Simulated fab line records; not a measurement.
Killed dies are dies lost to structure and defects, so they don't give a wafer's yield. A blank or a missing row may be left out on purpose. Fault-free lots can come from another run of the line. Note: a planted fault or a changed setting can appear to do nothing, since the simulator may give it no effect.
Split-lot trial    flow n5-finfet    on a route of 1938 steps: 7 lots, 21 wafers read

## ON THE SPLIT
At N5_BEOL_M8_ILD_DEP_00 (deposits SiCOH lowk from DEMS/porogen, target thk 179.75 nm, time 33.4 s), the setting time-s was moved away from the recipe's 33.4 s on 10 of the 21 wafers read, by -11.8% to +14.0%. This setting was run at the recipe's value on the other wafers.

## SPLIT TO READING: what lies between them in the file, 1 step
- N5_BEOL_M8_CURE_74: cures SiCOH lowk, time 240 s

## THE READING
M8_ILD_THK, in nm, at N5_BEOL_M8_THK_MEAS_01. A value of 155.1 nm with a standard deviation of 2.2 nm is what fault-free wafers of this fab line usually give.

wafer   tool, chamber at the split  time-s as run, s  against the recipe  M8_ILD_THK, nm  against lot-mates on the recipe
L080.1  pecvd-03, 2                 33.4              recipe              149.8           -
L080.4  pecvd-03, 2                 33.4              recipe              154.6           -
L080.5  pecvd-03, 0                 33.4              recipe              155.8           -
L083.1  pecvd-01, 1                 30.16             -9.7%               141.0           -14.6
L083.4  pecvd-01, 0                 33.4              recipe              155.6           -
L083.5  pecvd-01, 1                 30.16             -9.7%               142.3           -13.3
L085.3  pecvd-04, 2                 33.4              recipe              152.0           -
L085.5  pecvd-04, 0                 33.4              recipe              156.4           -
L085.6  pecvd-04, 2                 33.4              recipe              156.1           -
L087.1  pecvd-04, 0                 33.4              recipe              150.8           -
L087.2  pecvd-04, 1                 37.08             +11.0%              168.4           +17.6
L087.6  pecvd-04, 0                 37.08             +11.0%              170.6           +19.8
L088.1  pecvd-03, 2                 35.56             +6.5%               159.7           +6.5
L088.2  pecvd-03, 0                 35.56             +6.5%               164.3           +11.1
L088.6  pecvd-03, 1                 33.4              recipe              153.2           -
L095.1  pecvd-04, 2                 38.06             +14.0%              177.0           +21.7
L095.3  pecvd-04, 1                 33.4              recipe              155.3           -
L095.4  pecvd-04, 1                 38.06             +14.0%              178.8           +23.5
L096.3  pecvd-04, 0                 29.45             -11.8%              134.8           -20.7
L096.5  pecvd-04, 2                 29.45             -11.8%              139.1           -16.4
L096.6  pecvd-04, 0                 33.4              recipe              155.5           -

FIT RESULTS
A straight line over all 21 wafers: M8_ILD_THK changes by +1.48 nm for each +1% of time-s; r = +0.98; the points scatter about the line by 2.4 nm.
The same after taking each lot's own level away (the mean of its wafers on the recipe; 21 wafers): +1.57 nm for each +1%; r = +0.99; scatter 1.9 nm.
Per that fit: largest time-s move, reading shift of 22 nm.
Measured against the standard deviation above, the lots' own levels, which go from 150.80 to 155.60 nm, span 2.2 times it.
Consequently the slope shifts little with the lot-to-lot level, the two slopes agreeing.
Check: for one of the wafers moved furthest among these (+14.0%), held out of the fit, the line's prediction against its lot-mates is +22.2 nm. It came out at +21.7 nm against them.

## FURTHER SPLITS ON THESE WAFERS
Note: prior to the reading, these wafers also went through further splits. Each is held against what the fit with the lots' levels taken away leaves over:
other split on the same wafers  wafers away from the commonest value  r with M8_ILD_THK (lot level and that fit taken away)
N5_BEOL_M6_EXPOSE_08 dose-mj    5                                     +0.18
N5_BEOL_M6_ETCH_62 time-s       9                                     -0.05
N5_BEOL_M7_ILD_DEP_00 time-s    9                                     +0.10
N5_BEOL_M7_COAT_05 spin-rpm     7                                     -0.20

## THE WHOLE CHAIN: every reading that the file lists as answering this split, in the file's order
step                    what it does                                                              reading                                                                                   change (the file's fit)               r (the file's)
N5_BEOL_M8_ILD_DEP_00   deposits SiCOH lowk from DEMS/porogen, target thk 179.75 nm, time 33.4 s  SiCOH_lowk_of_BEOL_M8_ILD_DEP_00.thk-nm (the simulator's own value, which no gauge read)  +1.82 nm for each +1% of the setting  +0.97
N5_BEOL_M8_CURE_74      cures SiCOH lowk, time 240 s                                              SiCOH_lowk_of_BEOL_M8_ILD_DEP_00.thk-nm (the simulator's own value, which no gauge read)  +1.58 nm for each +1% of the setting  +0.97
N5_BEOL_M8_THK_MEAS_01                                                                            M8_ILD_THK                                                                                +1.57 for each +1% of the setting     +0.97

## FILE'S OWN FIT
M8_ILD_THK changes by +1.57 nm for each +1% of time-s, r = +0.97.
